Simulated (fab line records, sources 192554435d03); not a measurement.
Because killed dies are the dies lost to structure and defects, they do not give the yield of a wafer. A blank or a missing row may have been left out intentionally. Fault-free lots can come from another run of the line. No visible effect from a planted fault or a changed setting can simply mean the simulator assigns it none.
Comparing a struck lot with a sound one ; flow n5Finfet ; 19 out of 1938 route steps
Sound: wafers L567.3, L567.5, L567.6. Struck: wafer L570.6. (L570.4, L570.5 of the same lot were not struck and are left out.) The cause comes at the end.
At each step with rows: each side's tool, then ch and its chambers, then its first start. Under that, the readings that differ: sound wafers ; struck wafers ; difference of the means ; sigmas: that difference in standard deviations of wafers without a fault.
alike: a reading whose means differ by less than 2 such deviations, as well as words and numbers matching on both sides. not compared: withheld readings; readings where some wafer has no value; bounds like >300 that might hide an equal value; numbers whose values overlap and for which the record gives no deviation.
A row with sigmas, a row that says differs or no value, or rows on one side alone: a step with any of these is where the two part. Non-overlapping numbers with no deviation appear without sigmas and do not part them. Lack of a reading on every wafer of one side parts them only where that side has two or more wafers.

first, 5 steps without rows for these wafers: N5_BEOL_M4_ANNEAL_87 (time 240 s); N5_BEOL_M4_SPUTTER_88 (material Cu, target thk 4.5 nm, time 8.29 s); N5_BEOL_M4_ANNEAL_89 (time 240 s); N5_BEOL_M4_SPUTTER_90 (material Cu, target thk 4.5 nm, time 8.29 s); N5_BEOL_M4_ANNEAL_91 (time 240 s).
N5_BEOL_M4_SPUTTER_92: material Cu, target thk 4.5 nm, time 8.29 s.
  struck on pvdSputter-02, day 14 06:31; sound on pvdSputter-02, day 9 20:42
  alike: throttleValvePct
then, 1 step without rows for these wafers: N5_BEOL_M4_ANNEAL_93 (time 240 s).
N5_BEOL_M4_SPUTTER_94: material Cu, target thk 4.5 nm, time 8.29 s.
  struck on pvdSputter-02, day 14 06:44; sound on pvdSputter-02, day 9 20:55
  alike: throttleValvePct
then, 3 steps without rows for these wafers: N5_BEOL_M4_ANNEAL_95 (time 240 s); N5_BEOL_M4_SPUTTER_96 (material Cu, target thk 4.5 nm, time 8.29 s); N5_BEOL_M4_ECD_50 (material Cu, target thk 300 nm).
N5_BEOL_M4_ANNEAL_51: time 90 s.
  sound on rtpAnneal-02 ch 0, day 9 21:26; struck on rtpAnneal-01 ch 0, day 14 07:17
  alike: wafer_temp_C_max
N5_BEOL_M4_CMP_52: polishes, stops on SiOC, t overpolish 6.8 s, target thk 40 nm.
  sound on cmp-03 ch 0,3, day 9 21:38; struck on cmp-04 ch 2, day 14 07:32
  alike: barrierFieldEndpointS, motorCurrentA, overpolishRunS, slurryFilterDpKPa, timeToEndpointS
N5_BEOL_M4_PRE_CLEAN_60: time 15 s.
  sound on cvdCo-01 ch 1,2, day 9 21:58; struck on cvdCo-02 ch 0, day 14 07:49
  alike: heaterPowerW
then, 2 steps without rows for these wafers: N5_BEOL_M4_CO_CAP_55 (material Co, precursor CCTBA/H2, target thk 2 nm, time 102.1 s); N5_BEOL_M4_PRE_CLEAN_56 (time 15 s).
N5_BEOL_M4_DEP_57: deposits SiCN from 3MS/NH3, target thk 8 nm, time 14 s.
  sound on pecvd-01 ch 1,2, day 9 22:09; struck on pecvd-02 ch 2, day 14 07:58
  alike: showerheadPlenumPTorr, throttleValvePct
N5_BEOL_M4_INSPECT_59: inspects for defects (darkfield).
  struck on defectInspect-02, day 14 08:02; sound on defectInspect-01, day 9 22:15
reading;sound;struck;difference;sigmas
rawDefectCount;76 83 45;337;+269;+14
-- here the record skips 5 days between the struck wafers' starts before and after, leaving off in module BEOL_M4 and picking up in module PASSIVATION (first step shown: number 1936 of the route) --
N5_PASSIVATION_PROBE_49:
  the record has rows for the struck wafers here (prober-01, day 19 10:31) and none for the sound ones

WHERE THEY PART
At N5_BEOL_M4_INSPECT_59 first; at N5_PASSIVATION_PROBE_49 last (within this record only).

WHY: whatever the simulator had introduced
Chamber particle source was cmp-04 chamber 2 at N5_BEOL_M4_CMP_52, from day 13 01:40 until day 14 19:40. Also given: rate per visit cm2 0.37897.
